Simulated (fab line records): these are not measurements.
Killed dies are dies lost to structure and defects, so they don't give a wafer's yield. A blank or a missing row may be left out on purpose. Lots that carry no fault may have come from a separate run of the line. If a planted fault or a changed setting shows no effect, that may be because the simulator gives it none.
Matching of chambers ; flow n5-finfet ; N5_BEOL_M12_DEP_53 on pecvd-04: 3 sister chambers
The step deposits SiCN from 3MS/NH3, target thk 30 nm, time 10.5 s. 6 wafers are shown with their chamber, then 8 later ones without.

WAFERS PAIRED WITH THEIR CHAMBERS
wafer;chamber;throttle-valve-pct (%);showerhead-plenum-p-Torr (Torr)
L079.1;1;19.4;4.188
L085.4;0;19.0;4.118
L085.5;2;17.6;4.124
L089.3;0;19.0;4.127
L089.5;1;19.3;4.178
L089.6;2;17.3;4.124

WAFERS WITH NO CHAMBER GIVEN
wafer;throttle-valve-pct (%);showerhead-plenum-p-Torr (Torr)
L092.1;17.7;4.130
L092.2;19.3;4.184
L092.4;17.4;4.130
L091.2;17.6;4.129
L091.4;19.3;4.185
L097.3;19.2;4.190
L097.5;19.5;4.179
L097.6;18.9;4.111

EACH ONE'S CHAMBER
wafer;from the rows above;in truth
L092.1;2;2
L092.2;1;1
L092.4;2;2
L091.2;2;2
L091.4;1;1
L097.3;1;1
L097.5;1;1
L097.6;0;0
8 of 8 placed correctly. Not placeable from these rows: 0. Placed wrongly: 0.
How it was worked out, from the rows above alone: a wafer's distance from a chamber is the root of the sum, over the readings, of the square of ((its reading less the chamber's mean) divided by the reading's scatter). If the next closest chamber is less than 2 further off than the closest, the wafer can't be placed; otherwise it belongs to the closest. A chamber's mean is the mean of its shown wafers. The scatter is the square root of a quotient: the sum, over the shown wafers, of each reading's squared deviation from its chamber's mean, divided by wafers minus chambers.
